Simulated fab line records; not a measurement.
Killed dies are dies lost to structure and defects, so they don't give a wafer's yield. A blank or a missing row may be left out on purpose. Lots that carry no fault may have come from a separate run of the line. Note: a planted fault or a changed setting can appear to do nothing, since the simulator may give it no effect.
Which of the tools did it? + flow nand harc + 6 lots, 18 wafers sampled, at 3 steps of a route of 1302

WHAT EACH GAUGE READ, for each wafer
NHARC_A_ONON_D2_THK_MEAS_18: measures by ellipsometry.
| lot  | measured     | on            | thk nm (nm)    |
|------|--------------|---------------|----------------|
| L815 | day 13 13:52 | film metro-01 | 994 994 994    |
| L817 | day 14 00:19 | film metro-02 | 1000 1000 999  |
| L820 | day 15 09:28 | film metro-02 | 1020 1021 1019 |
| L821 | day 15 15:55 | film metro-02 | 995 997 996    |
| L826 | day 17 06:43 | film metro-02 | 1002 1006 1003 |
| L835 | day 21 07:02 | film metro-01 | 1496 1496 1494 |

EACH LOT AND THE TOOL THAT RAN IT (in order: tool; ch and the chambers of the sampled wafers; start)
| lot  | NHARC_A_DECK1_JOINT_CMP_02    | NHARC_A_ONON_D2_DEP_16           |
|------|-------------------------------|----------------------------------|
| L815 | cmp-02 ch 0,1, day 13 02:56   | pecvd onon-02 ch 0, day 13 13:25 |
| L817 | cmp-02 ch 1,2, day 13 12:56   | pecvd onon-02 ch 0, day 13 23:52 |
| L820 | cmp-01 ch 1,2,3, day 14 22:08 | pecvd onon-04 ch 0, day 15 08:58 |
| L821 | cmp-04 ch 1,2, day 15 04:59   | pecvd onon-02 ch 0, day 15 15:24 |
| L826 | cmp-04 ch 0,1,3, day 16 19:52 | pecvd onon-04 ch 0, day 17 06:16 |
| L835 | cmp-04 ch 1,2, day 20 19:10   | pecvd onon-04 ch 0, day 21 06:32 |
- NHARC_A_DECK1_JOINT_CMP_02: polishes SiOx.
- NHARC_A_ONON_D2_DEP_16: target thk 1000 nm.

THE ANSWER, worked out from the rows above alone
Rule: what is usual is taken from the lots themselves. Put in order of their means at a reading, lots are off if they are a third of the lots or fewer, leave a main group of 4 or more, and stand apart from it by a gap of 3 or more times the standard deviation of the main group's means; of several such gaps the widest counts. The tables above print the reading to a certain number of digits; a main group whose means all agree to those digits is not used. Also off: a lot with no number at a reading for which 4 or more lots have one. The other lots that the step has rows for count as sound.
Off, at NHARC_A_ONON_D2_THK_MEAS_18 on thk nm: L835. The main group has a mean of 1003 nm with a standard deviation of 9.3.
If a tool, at a process step before that reading, ran all the lots that are off and no sound lot after the first of them, it fits. Gauges at NHARC_A_ONON_D2_THK_MEAS_18: tried the same way as those tools. Can't be told from this: 3 tools fit, cmp-04 at NHARC_A_DECK1_JOINT_CMP_02, pecvd onon-04 at NHARC_A_ONON_D2_DEP_16, film metro-01 at NHARC_A_ONON_D2_THK_MEAS_18.

WHAT THE SIMULATOR HAD INSERTED
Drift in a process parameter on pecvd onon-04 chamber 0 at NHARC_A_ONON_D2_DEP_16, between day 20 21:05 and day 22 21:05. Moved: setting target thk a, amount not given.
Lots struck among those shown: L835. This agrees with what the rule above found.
